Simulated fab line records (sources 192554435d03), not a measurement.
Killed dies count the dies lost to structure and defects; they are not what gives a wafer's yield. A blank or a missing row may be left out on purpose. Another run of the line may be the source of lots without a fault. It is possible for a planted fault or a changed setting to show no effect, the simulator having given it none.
A struck lot beside a sound one -- flow n5_finfet -- 40 out of 1938 route steps
Sound: wafers L419.2, L419.3, L419.4. Wafers struck: L409.2, L409.3, L409.6. The cause comes at the end.
Each step with rows lists, per side, the tool, then ch with its chambers, then its first start. Under that, the readings that differ: sound wafers -- struck wafers -- difference of the means -- sigmas: that difference in standard deviations of wafers without a fault.
alike: readings whose means differ by less than 2 such deviations, and words and numbers that are the same on both sides. not compared: withheld readings, readings that some wafer has no value for, bounds like >300 that may hide the same value, and numbers for which the record gives no deviation and whose values overlap.
A row with sigmas, a row that says differs or no value, or rows on one side alone: a step with any of these is where the two part. When numbers do not overlap yet have no deviation, they are printed without sigmas and do not part them. A reading missing from all wafers of one side parts the sides only when that side holds two or more wafers.

first, 11 steps without rows for these wafers: N5_HKMG_FIN_DESCUM_17 (chemistry O2, time 7.9 s); N5_HKMG_FIN_ETCH_31 (etches SiARC in CF4, target depth 45.5 nm, time 75.8 s); N5_HKMG_FIN_ETCH_32 (etches SOC in N2/H2, target depth 240 nm, time 300 s); N5_HKMG_FIN_STRIP_33 (strips in N2/H2); N5_HKMG_FIN_STRIP_34 (strips in CF4); N5_HKMG_FIN_ETCH_35 (etches SOC in N2/H2, target depth 215.8 nm, time 243.4 s); N5_HKMG_FIN_STRIP_92 (strips SOC in N2/H2, time 20 s); N5_HKMG_FIN_WET_ETCH_18 (etches TiN in SC1, time 55 s, target depth 5.2 nm, rinse time 30 s); N5_HKMG_FIN_STRIP_19 (strips in N2/H2, time 360 s); N5_HKMG_FIN_ALD_91 (deposits TiN, target thk 1 nm, pulse time 1 s, purge time 3 s); N5_HKMG_FIN_COAT_85 (time 60 s, resist thk 300 nm).
N5_HKMG_FIN_ETCH_86: etches SOC in N2/H2, stops on TiN, target depth 393.2 nm.
  sound on rie_diel-05 ch 0,1, day 10 03:11; struck on rie_diel-06 ch 0,3, day 7 10:06
  alike: drypump_motor_current_A, oes_product_au, rf_vpp_V, showerhead_plenum_p_Torr, throttle_valve_pct
  not compared: rf_hours_counter_h
then, 27 steps without rows for these wafers: N5_HKMG_FIN_STRIP_89 (strips SOC in N2/H2, time 20 s); N5_HKMG_FIN_WET_ETCH_87 (etches TiN in SC1, time 154.2 s, target depth 4.7 nm, rinse time 30 s); N5_HKMG_FIN_STRIP_88 (strips in N2/H2, time 360 s); N5_HKMG_FIN_NWFM_ALD_20 (deposits TiAlC, target thk 2 nm, pulse time 3 s, purge time 2 s); N5_HKMG_FIN_ALD_71 (deposits TiN, target thk 1 nm, pulse time 1 s, purge time 3 s); N5_HKMG_FIN_COAT_66 (time 60 s, resist thk 300 nm); N5_HKMG_FIN_ETCH_67 (etches SOC in N2/H2, stops on TiN, target depth 388.9 nm); N5_HKMG_FIN_STRIP_90 (strips SOC in N2/H2, time 20 s); N5_HKMG_FIN_WET_ETCH_73 (etches the open film in SC1, time 42.3 s, target depth 1.3 nm, rinse time 30 s); N5_HKMG_FIN_ETCHBACK_68 (etches the open film in Cl2/Ar, stops on HfO2, target depth 0.5 nm); N5_HKMG_FIN_STRIP_69 (strips in N2/H2, time 360 s); N5_HKMG_FIN_ALD_21 (deposits TiN, target thk 1.5 nm, pulse time 1 s, purge time 3 s); N5_HKMG_FIN_ALD_72 (deposits W, target thk 2 nm, pulse time 1 s, purge time 2 s); N5_HKMG_FIN_W_FILL_22 (material W, target thk 60 nm, time 18.2 s); N5_HKMG_FIN_PRECLEAN_83 (cleans in DIW, time 57.5 s); N5_HKMG_FIN_SRD_84 (dry time 32 s); N5_HKMG_FIN_CMP_23 (polishes, stops on SiNx, t overpolish 10 s, target thk 46.326 nm); N5_HKMG_FIN_CMP_94 (polishes, stops on SiNx, t overpolish 4.7 s, target thk 43.299 nm); N5_GATE_CUT_ETCHBACK_00 (etches W in SF6/Cl2); N5_GATE_CUT_ETCH_56 (etches TiN in Cl2/Ar, target depth 21.6 nm); N5_GATE_CUT_ETCHBACK_30 (etches TiN in Cl2/Ar, target depth 3 nm); N5_GATE_CUT_VAPOR_ETCH_60 (etches HfO2 in BCl3/Cl2); N5_GATE_CUT_ETCH_58 (etches SiNx in CH3F/O2, target depth 17 nm, time 128.6 s); N5_GATE_CUT_STRIP_59 (strips in N2/H2, time 20 s); N5_GATE_CUT_PRECLEAN_31 (cleans in DIW, time 300 s); N5_GATE_CUT_SRD_32 (time 30 s); N5_GATE_CUT_SAC_CAP_01 (material SiNx, target thk 24 nm, pulse time 1 s, ald cycles 480).
-- here the record skips 8 days between the struck wafers' starts before and after, leaving off in module GATE_CUT and picking up in module PASSIVATION (first step shown: number 1936 of the route) --
N5_PASSIVATION_PROBE_49:
  record: rows for the struck wafers here (prober-01, day 15 18:59), none for the sound ones

== WHERE THEY PART ==
Only at N5_PASSIVATION_PROBE_49, within this record.

WHY: whatever the simulator had introduced
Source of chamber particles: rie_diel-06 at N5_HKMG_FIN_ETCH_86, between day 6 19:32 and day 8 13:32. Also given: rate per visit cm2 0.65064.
